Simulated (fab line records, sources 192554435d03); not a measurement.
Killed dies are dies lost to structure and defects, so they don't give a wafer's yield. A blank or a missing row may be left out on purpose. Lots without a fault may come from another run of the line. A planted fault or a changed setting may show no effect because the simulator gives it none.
fab line records | flow n5_finfet | part 2 of 2: steps 5 to 6 of 6
record lots=21 wafers=63 last_day=18
route steps=1938 shown SD_ACTIVATION@334 SDB@363 DUMMY_REMOVAL@377 HKMG_FIN@406
lots that met no fault: from a run of the same line without faults
start_h: hours from the record's first day to the start of the lot's first wafer shown | wait_h: hours since the lot's step before | " the same as in the row above | L1.1+2: a row that stands for several wafers | - no value, or no start given | * or withheld: withheld | < > ~ a bound
route shown NAME@n: a module of which the file shows steps, and the number in the route of the first | usual: mean/standard deviation of fault-free wafers | same: alike in all rows | chamber/n: place in a boat | sites: the reading at each site | _std_site: their standard deviation | _edge_site: outer sites' mean less inner sites' | radius_mm: how far each site lies from the wafer's centre | mask NAME#n: copy n | behind: the tool/chamber that last shaped the wafer | hold: why the lot was held/for how many hours/how that ended | device: the transistor (n, p or np) that didn't switch | end of line: the same wafers' tests at the end of the route | a step without rows: its recipe alone | killed: dies lost to structure and defects at the first sort, not the wafer's yield | map: a wafer's dies, x killed, . not, _ none there
set.NAME: the setting as run; set.NAME@STEP: as run at that earlier step | model.NAME: the simulator's own value behind a step, which no gauge read
steps of the route over a sample of lots; a table a step, a row a wafer
services: from which hour (start_h, from the record's first day; less than 0 if before it) a tool's chamber was out of use, for how many hours, and why
## steps
# step N5_DUMMY_REMOVAL_HM_STRIP_01
# recipe chemistry=CH3F/O2 material=SiNx target_depth_a=40 stop_on=poly-Si time_s=6.8 over_etch_frac=0.3 ion_energy_ev=60 power_w=410 bias_w=29 Ar_flow_sccm=150 CH3F_flow_sccm=30 O2_flow_sccm=20
# usual drypump_motor_current_A=5.7/0.32 oes_product_au=0.64/0.049 rf_vpp_V=127.5/1 showerhead_plenum_p_Torr=2.01/0.072 throttle_valve_pct=16.33/0.23
# same over_etch_frac=0.3
# columns lot.wafer tool chamber start_h wait_h drypump_motor_current_A oes_product_au rf_hours_counter_h rf_vpp_V showerhead_plenum_p_Torr throttle_valve_pct
L074.1 rie_diel-01 2 71.50 0.0 6.4 0.61 142 127.7 2.10 16.37
L074.4 " 0 " " 5.8 0.73 - 126.7 2.06 16.01
L074.5 " 1 " " 5.9 0.61 - 126.2 1.93 16.49
L075.3 rie_diel-04 2 78.80 0.0 6.0 0.58 191 126.2 1.90 16.36
L075.4 " 3 " " 5.0 0.66 92 127.6 2.01 15.91
L075.6 " 1 " " 5.6 0.74 - 127.5 1.96 16.04
L076.2 rie_diel-04 2 84.50 0.2 6.0 0.58 193 126.8 1.90 16.36
L076.3 " 0 " " 5.7 0.67 76 128.0 2.01 16.23
L076.5 " 3 " " 5.0 0.66 - 127.2 2.01 15.90
L077.2 rie_diel-03 3 89.19 0.0 5.9 0.59 186 126.9 2.01 16.53
L077.3 " 0 " " 5.7 0.74 16 128.3 2.13 16.41
L077.5 " 3 " " 6.0 0.59 - 129.0 2.01 16.52
L078.1 rie_diel-01 0 93.83 0.1 5.8 0.72 26 129.0 2.05 16.04
L078.2 " 3 " " 5.7 0.63 114 125.1 1.93 16.42
L078.6 " 2 " " 6.4 0.61 - 128.2 2.10 16.38
L079.1 rie_diel-04 2 101.98 0.0 6.0 0.58 198 126.2 1.89 16.36
L079.2 " 3 " " 5.0 0.65 100 127.0 2.01 15.89
L079.5 " 3 " " 5.1 0.65 - 127.4 2.01 15.90
L080.2 rie_diel-03 2 108.35 0.0 5.6 0.63 124 128.6 2.12 16.73
L080.3 " 1 " " 5.4 0.67 84 127.5 2.05 16.23
L080.5 " 1 " " 5.4 0.68 - 127.4 2.05 16.23
L081.2 rie_diel-01 1 114.31 0.0 5.9 0.61 175 127.3 1.92 16.53
L081.5 " 3 " " 5.7 0.64 - 126.3 1.93 16.45
L081.6 " 2 " " 6.3 0.61 - 130.4 2.10 16.39
L082.1 rie_diel-03 1 121.04 0.0 5.4 0.67 88 128.7 2.05 16.23
L082.2 " 3 " " 5.9 0.59 197 127.1 2.00 16.56
L082.3 " 0 " " 5.7 0.74 27 128.2 2.12 16.43
L084.2 rie_diel-03 1 132.02 0.0 5.3 0.67 91 128.6 2.05 16.26
L084.3 " 2 " " 5.7 0.63 132 127.4 2.11 16.73
L084.4 " 0 " " 5.8 0.72 30 128.4 2.12 16.46
L085.4 rie_diel-04 3 137.12 0.0 5.0 0.64 111 127.4 2.00 15.92
L085.5 " 2 " " 6.0 0.57 - 127.5 1.89 16.38
L085.6 " 3 " " 5.0 0.64 - 127.5 2.00 15.93
L086.2 rie_diel-03 1 141.51 0.2 5.3 0.67 93 126.7 2.04 16.24
L086.4 " 0 " " 5.7 0.72 32 129.2 2.12 16.45
L086.5 " 3 " " 5.9 0.58 - 128.5 2.00 16.55
L087.2 rie_diel-01 3 148.50 0.3 5.7 0.62 130 127.1 1.92 16.46
L087.3 " 2 " " 6.3 0.60 167 128.0 2.09 16.42
L087.6 " 0 " " 5.8 0.70 - 127.3 2.05 16.06
L089.3 rie_diel-01 1 158.55 0.0 5.9 0.59 187 126.1 1.92 16.52
L089.4 " 0 " " 5.8 0.70 45 129.4 2.05 16.07
L089.5 " 0 " " 5.8 0.70 - 127.8 2.05 16.07
L090.3 rie_diel-03 1 164.98 0.1 5.3 0.66 101 126.2 2.04 16.27
L090.4 " 2 " " 5.6 0.62 143 127.9 2.11 16.75
L090.6 " 1 " " 5.3 0.67 - 126.5 2.04 16.26
L092.1 rie_diel-04 3 178.04 0.1 5.0 0.65 121 128.5 2.00 15.93
L092.4 " 2 " " 6.1 0.57 213 126.3 1.89 16.37
L092.6 " 0 " " 5.7 0.64 - 126.3 2.00 16.29
L091.2 rie_diel-01 3 179.56 0.0 5.7 0.62 139 126.9 1.92 16.46
L091.4 " 2 " " 6.3 0.59 176 125.7 2.09 16.41
L091.5 " 3 " " 5.7 0.63 - 125.2 1.92 16.48
L093.1 rie_diel-01 1 184.20 0.1 5.9 0.59 194 126.3 1.92 16.56
L093.2 " 0 " " 5.8 0.68 52 127.2 2.04 16.10
L093.6 " 3 " " 5.7 0.62 - 127.1 1.92 16.49
L095.1 rie_diel-04 0 197.02 0.2 5.7 0.64 108 127.4 2.00 16.29
L095.3 " 2 " " 6.0 0.57 218 127.1 1.89 16.40
L095.5 " 1 " " 5.7 0.70 - 126.7 1.95 16.11
L096.1 rie_diel-03 3 203.87 0.3 5.9 0.57 223 128.4 1.99 16.59
L096.2 " 2 " " 5.6 0.61 154 129.2 2.10 16.77
L096.5 " 3 " " 5.9 0.57 - 127.2 1.99 16.60
L097.1 rie_diel-03 0 210.38 0.1 5.7 0.69 52 128.9 2.11 16.49
L097.2 " 3 " " 5.9 0.56 224 128.1 1.99 16.61
L097.4 " 1 " " 5.4 0.65 113 128.2 2.04 16.28
# step N5_HKMG_FIN_ETCH_58
# recipe chemistry=N2/H2 target=SOC target_depth_a=2158 ion_energy_ev=50 bias_w=13 time_s=741 pressure_mtorr=30 source_w=875 n2_flow_sccm=200 h2_flow_sccm=200
# usual drypump_motor_current_A=5.6/0.56 n2_flow_sccm=200.0/0.55 oes_product_au=0.77/0.09 rf_vpp_V=99.2/1 showerhead_plenum_p_Torr=2.55/0.074 throttle_valve_pct=17.74/0.23
# columns lot.wafer tool chamber start_h wait_h drypump_motor_current_A n2_flow_sccm oes_product_au rf_hours_counter_h rf_vpp_V showerhead_plenum_p_Torr throttle_valve_pct
L074.1 rie_diel-06 1 73.43 0.0 5.5 199.5 0.71 198 99.1 2.60 17.87
L074.4 " 0 " " 4.9 200.6 0.92 18 99.4 2.52 17.82
L074.5 " 1 " " 5.5 199.6 0.71 - 98.5 2.60 17.89
L075.3 rie_diel-06 3 80.87 0.0 5.7 199.5 0.71 216 97.9 2.49 17.54
L075.4 " 1 " " 5.5 199.8 0.70 201 98.7 2.60 17.90
L075.6 " 2 " " 6.4 199.5 0.67 - 98.1 2.39 17.83
L076.2 rie_diel-06 3 86.40 0.0 5.7 200.0 0.71 218 98.3 2.48 17.53
L076.3 " 0 " " 4.9 199.5 0.91 23 98.9 2.51 17.84
L076.5 " 3 " " 5.7 199.7 0.71 - 100.3 2.48 17.53
L077.2 rie_diel-05 1 91.36 0.0 5.4 200.3 0.70 208 99.1 2.51 17.78
L077.3 " 3 " " 5.8 199.8 0.68 237 98.5 2.51 18.22
L077.5 " 1 " " 5.4 200.2 0.71 - 99.2 2.51 17.78
L078.1 rie_diel-05 3 95.71 0.0 5.8 199.9 0.67 240 99.5 2.51 18.25
L078.2 " 0 " " 5.5 200.7 0.81 83 97.8 2.48 17.76
L078.6 " 0 " " 5.5 199.3 0.80 - 99.1 2.48 17.77
L079.1 rie_diel-05 2 104.07 0.0 6.5 199.8 0.93 3 99.6 2.71 17.61
L079.2 " 1 " " 5.4 199.8 0.69 214 98.8 2.51 17.79
L079.5 " 1 " " 5.5 200.2 0.69 - 97.7 2.51 17.79
L080.2 rie_diel-06 1 110.32 0.0 5.6 200.1 0.69 215 99.8 2.59 17.91
L080.3 " 3 " " 5.7 199.8 0.69 230 99.1 2.48 17.57
L080.5 " 3 " " 5.7 200.9 0.70 - 99.2 2.48 17.56
L081.2 rie_diel-06 3 116.38 0.0 5.7 199.9 0.69 233 98.4 2.48 17.56
L081.5 " 0 " " 4.8 199.9 0.89 - 96.7 2.51 17.85
L081.6 " 3 " " 5.7 199.4 0.69 - 98.3 2.48 17.57
L082.1 rie_diel-02 2 123.35 0.0 4.7 199.4 0.80 99 99.2 2.65 17.22
L082.2 " 0 " " 5.5 200.6 0.82 109 100.5 2.58 17.74
L082.3 " 3 " " 6.5 199.6 0.72 186 100.1 2.54 17.88
L084.2 rie_diel-02 3 133.88 0.0 6.5 200.4 0.71 190 99.0 2.53 17.90
L084.3 " 2 " " 4.7 201.0 0.79 103 100.3 2.65 17.23
L084.4 " 0 " " 5.5 199.4 0.82 113 99.6 2.58 17.73
L085.4 rie_diel-06 1 139.07 0.0 5.6 200.1 0.69 224 100.1 2.59 17.94
L085.5 " 0 " " 4.8 199.9 0.89 - 98.7 2.51 17.87
L085.6 " 3 " " 5.7 200.3 0.68 - 98.5 2.48 17.56
L086.2 rie_diel-06 1 143.28 0.0 5.6 199.7 0.69 225 98.6 2.59 17.95
L086.4 " 3 " " 5.7 199.6 0.69 241 99.8 2.47 17.60
L086.5 " 0 " " 4.8 200.3 0.89 - 96.8 2.51 17.86
L087.2 rie_diel-06 0 150.27 0.0 4.8 199.7 0.88 39 98.7 2.51 17.88
L087.3 " 2 " " 6.4 200.4 0.94 14 99.7 2.70 17.42
L087.6 " 1 " " 5.6 199.5 0.68 - 99.1 2.59 17.95
L089.3 rie_diel-02 2 160.57 0.0 4.7 200.2 0.79 112 100.5 2.64 17.24
L089.4 " 0 " " 5.5 199.8 0.81 - 99.6 2.57 17.76
L089.5 " 3 " " 6.4 199.1 0.71 - 99.7 2.53 17.91
L090.3 rie_diel-06 3 166.83 0.0 5.6 200.3 0.69 248 98.3 2.47 17.59
L090.4 " 2 " " 6.4 200.6 0.92 20 101.7 2.70 17.44
L090.6 " 0 " " 4.9 200.4 0.87 - 97.7 2.51 17.88
L092.1 rie_diel-02 1 179.94 0.0 5.3 200.2 0.74 171 100.1 2.53 17.67
L092.4 " 2 " " 4.7 201.0 0.77 119 99.8 2.64 17.25
L092.6 " 3 " " 6.5 200.5 0.70 - 99.0 2.53 17.92
L091.2 rie_diel-02 1 181.86 0.0 5.3 200.7 0.73 172 98.3 2.53 17.67
L091.4 " 2 " " 4.7 200.7 0.77 120 100.5 2.64 17.27
L091.5 " 3 " " 6.4 200.1 0.70 - 99.6 2.53 17.91
L093.1 rie_diel-06 1 186.10 0.0 5.6 199.9 0.67 241 99.1 2.58 17.95
L093.2 " 2 " " 6.4 200.6 0.91 28 100.8 2.70 17.44
L093.6 " 1 " " 5.6 200.6 0.68 - 99.4 2.58 17.98
L095.1 rie_diel-02 1 198.78 0.0 5.3 201.1 0.74 177 101.5 2.53 17.67
L095.3 " 3 " " 6.4 200.4 0.70 214 99.1 2.52 17.92
L095.5 " 0 " " 5.5 199.3 0.80 - 98.4 2.57 17.76
L096.1 rie_diel-02 2 207.38 0.0 4.7 200.1 0.77 131 99.8 2.64 17.26
L096.2 " 1 " " 5.3 199.6 0.75 182 99.3 2.53 17.67
L096.5 " 3 " " 6.5 199.6 0.69 - 98.6 2.52 17.93
L097.1 rie_diel-02 0 213.33 0.0 5.5 198.8 0.80 143 99.5 2.57 17.80
L097.2 " 1 " " 5.3 199.5 0.74 185 99.3 2.53 17.70
L097.4 " 2 " " 4.8 200.0 0.77 134 99.0 2.64 17.30
## services
# columns tool chamber start_h hours kind
rie_diel-01 - 44.12 14.6 pm
rie_diel-05 - 47.18 1.8 repair
cmp-01 - 50.80 0.6 repair
cmp-01 - 51.57 0.8 repair
cmp-02 - 63.44 1.5 repair
rie_diel-04 3 63.58 3.9 repair
cmp-02 - 67.49 0.9 repair
cmp-01 - 74.26 4.0 pm
rie_diel-01 3 74.90 5.1 repair
plasma_asher-02 - 84.41 1.2 repair
rie_diel-06 0 93.20 17.5 repair
plasma_asher-02 - 97.19 2.7 repair
rie_diel-05 2 111.68 4.3 repair
cmp-03 - 115.97 0.8 repair
cmp-03 - 133.50 0.8 repair
rie_diel-04 - 146.76 2.8 pm
rie_diel-05 0 153.50 6.6 repair
cmp-02 - 155.76 3.9 repair
cmp-02 - 161.46 4.7 pm
cmp-03 - 189.92 16.7 pm
plasma_asher-02 - 193.41 0.7 repair
rie_diel-05 - 198.73 14.6 pm
rie_diel-01 - 207.15 2.3 repair
cmp-03 - 213.17 0.3 repair
